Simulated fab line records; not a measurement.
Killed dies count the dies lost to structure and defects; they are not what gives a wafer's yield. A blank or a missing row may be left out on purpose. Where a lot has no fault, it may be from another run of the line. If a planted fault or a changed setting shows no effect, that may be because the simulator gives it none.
Matching of chambers :: flow n5_finfet :: N5_BEOL_M9_DEP_56 on pecvd-01: 3 sister chambers
The step deposits SiCN from 3MS/NH3, target thk 15 nm, time 26.5 s. 22 wafers are shown with their chamber, then 11 later ones without.

EACH WAFER AND ITS CHAMBER
wafer: L077.1
chamber: 1
throttle_valve_pct (%): 9.2
showerhead_plenum_p_Torr (Torr): 3.675

wafer: L077.4
chamber: 1
throttle_valve_pct (%): 9.5
showerhead_plenum_p_Torr (Torr): 3.659

wafer: L077.6
chamber: 0
throttle_valve_pct (%): 9.2
showerhead_plenum_p_Torr (Torr): 3.653

wafer: L080.1
chamber: 2
throttle_valve_pct (%): 8.6
showerhead_plenum_p_Torr (Torr): 3.683

wafer: L080.2
chamber: 1
throttle_valve_pct (%): 9.2
showerhead_plenum_p_Torr (Torr): 3.675

wafer: L080.4
chamber: 1
throttle_valve_pct (%): 9.3
showerhead_plenum_p_Torr (Torr): 3.674

wafer: L081.1
chamber: 2
throttle_valve_pct (%): 8.6
showerhead_plenum_p_Torr (Torr): 3.680

wafer: L081.2
chamber: 0
throttle_valve_pct (%): 9.1
showerhead_plenum_p_Torr (Torr): 3.667

wafer: L081.3
chamber: 1
throttle_valve_pct (%): 9.4
showerhead_plenum_p_Torr (Torr): 3.672

wafer: L081.4
chamber: 0
throttle_valve_pct (%): 9.0
showerhead_plenum_p_Torr (Torr): 3.661

wafer: L081.5
chamber: 1
throttle_valve_pct (%): 9.2
showerhead_plenum_p_Torr (Torr): 3.682

wafer: L081.6
chamber: 2
throttle_valve_pct (%): 8.2
showerhead_plenum_p_Torr (Torr): 3.688

wafer: L082.1
chamber: 0
throttle_valve_pct (%): 8.8
showerhead_plenum_p_Torr (Torr): 3.664

wafer: L082.2
chamber: 2
throttle_valve_pct (%): 8.4
showerhead_plenum_p_Torr (Torr): 3.681

wafer: L082.6
chamber: 1
throttle_valve_pct (%): 9.2
showerhead_plenum_p_Torr (Torr): 3.673

wafer: L083.1
chamber: 1
throttle_valve_pct (%): 9.2
showerhead_plenum_p_Torr (Torr): 3.679

wafer: L083.2
chamber: 2
throttle_valve_pct (%): 8.2
showerhead_plenum_p_Torr (Torr): 3.685

wafer: L083.4
chamber: 2
throttle_valve_pct (%): 8.4
showerhead_plenum_p_Torr (Torr): 3.677

wafer: L086.2
chamber: 0
throttle_valve_pct (%): 9.4
showerhead_plenum_p_Torr (Torr): 3.660

wafer: L086.3
chamber: 1
throttle_valve_pct (%): 9.5
showerhead_plenum_p_Torr (Torr): 3.675

wafer: L086.4
chamber: 0
throttle_valve_pct (%): 9.4
showerhead_plenum_p_Torr (Torr): 3.673

wafer: L090.1
chamber: 1
throttle_valve_pct (%): 9.2
showerhead_plenum_p_Torr (Torr): 3.679

SIGNATURES (means of the wafers above)
reading: throttle_valve_pct
chamber 0: 9.150
chamber 1: 9.290
chamber 2: 8.400
scatter within a chamber: 0.175

reading: showerhead_plenum_p_Torr
chamber 0: 3.66300
chamber 1: 3.67430
chamber 2: 3.68233
scatter within a chamber: 0.00586
Rule: distance of a wafer from a chamber = root of the sum over the readings of ((wafer's reading minus chamber's mean) / reading's scatter) squared. The wafer belongs to the nearest chamber; if the next one is less than 2 further off, it can't be placed. The scatter: the root of (the sum of the squares of (reading less its chamber's mean) over the shown wafers, divided by (wafers less chambers)).

WAFERS MISSING THEIR CHAMBER
wafer: L090.3
throttle_valve_pct (%): 9.1
showerhead_plenum_p_Torr (Torr): 3.660

wafer: L090.5
throttle_valve_pct (%): 9.3
showerhead_plenum_p_Torr (Torr): 3.675

wafer: L094.1
throttle_valve_pct (%): 8.3
showerhead_plenum_p_Torr (Torr): 3.680

wafer: L094.2
throttle_valve_pct (%): 9.0
showerhead_plenum_p_Torr (Torr): 3.660

wafer: L094.3
throttle_valve_pct (%): 9.2
showerhead_plenum_p_Torr (Torr): 3.672

wafer: L094.4
throttle_valve_pct (%): 9.4
showerhead_plenum_p_Torr (Torr): 3.670

wafer: L094.5
throttle_valve_pct (%): 9.2
showerhead_plenum_p_Torr (Torr): 3.665

wafer: L094.6
throttle_valve_pct (%): 8.0
showerhead_plenum_p_Torr (Torr): 3.690

wafer: L095.1
throttle_valve_pct (%): 9.4
showerhead_plenum_p_Torr (Torr): 3.675

wafer: L095.3
throttle_valve_pct (%): 8.5
showerhead_plenum_p_Torr (Torr): 3.685

wafer: L095.4
throttle_valve_pct (%): 9.3
showerhead_plenum_p_Torr (Torr): 3.675

EACH ONE'S CHAMBER
wafer: L090.3
from the rows above: 0
in truth: 0

wafer: L090.5
from the rows above: 1
in truth: 1

wafer: L094.1
from the rows above: 2
in truth: 2

wafer: L094.2
from the rows above: can't be placed: 0 or 1
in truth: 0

wafer: L094.3
from the rows above: can't be placed: 1 or 0
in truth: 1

wafer: L094.4
from the rows above: can't be placed: 1 or 0
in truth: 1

wafer: L094.5
from the rows above: can't be placed: 0 or 1
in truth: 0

wafer: L094.6
from the rows above: 2
in truth: 2

wafer: L095.1
from the rows above: can't be placed: 1 or 0
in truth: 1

wafer: L095.3
from the rows above: 2
in truth: 2

wafer: L095.4
from the rows above: 1
in truth: 1
6 of 11 placed correctly. These rows do not allow placing 5 (true chamber among the candidates in 5). Placed wrongly: 0.
